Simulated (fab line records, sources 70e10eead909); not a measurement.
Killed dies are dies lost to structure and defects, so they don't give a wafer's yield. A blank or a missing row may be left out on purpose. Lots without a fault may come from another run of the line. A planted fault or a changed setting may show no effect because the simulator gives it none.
Chamber matching | flow nand_harc | NHARC_A_CHANNEL_HOLE_D1_DESCUM_15 on rie_diel-05: 4 sister chambers
The step chemistry O2, time 3 s. 4 wafers are shown with their chamber, then 12 later ones without.

WAFERS WITH THEIR CHAMBER
wafer  | chamber | drypump_motor_current_A (A)
L087.6 | 2       | 5.5
L087.1 | 0       | 5.2
L087.2 | 1       | 5.7
L087.4 | 3       | 6.1

WAFERS WITHOUT THEIR CHAMBER
wafer  | drypump_motor_current_A (A)
L093.3 | 6.1
L093.4 | 5.3
L093.5 | 5.2
L096.2 | 5.7
L096.3 | 5.2
L096.4 | 6.1
L097.1 | 5.7
L097.4 | 5.5
L097.5 | 5.5
L097.2 | 6.1
L097.3 | 5.2
L097.6 | 6.1

WHICH CHAMBER EACH WENT THROUGH
wafer  | from the rows above | in truth
L093.3 | 3                   | 3
L093.4 | 0                   | 0
L093.5 | 0                   | 0
L096.2 | 1                   | 1
L096.3 | 0                   | 0
L096.4 | 3                   | 3
L097.1 | 1                   | 1
L097.4 | 2                   | 2
L097.5 | 2                   | 2
L097.2 | 3                   | 3
L097.3 | 0                   | 0
L097.6 | 3                   | 3
Placed correctly: 12 of 12. Can't be placed from these rows: 0. Placed wrongly: 0.
How it was worked out, from the rows above alone: a wafer's distance from a chamber is the root of the sum, over the readings, of the square of ((its reading less the chamber's mean) divided by the reading's scatter). The wafer belongs to the nearest chamber; if the next one is less than 2 further off, it can't be placed. A chamber's mean is the mean of its shown wafers. The scatter: with one shown wafer a chamber, the root of the mean of the squares of how far each hidden wafer lies from its nearest shown one.
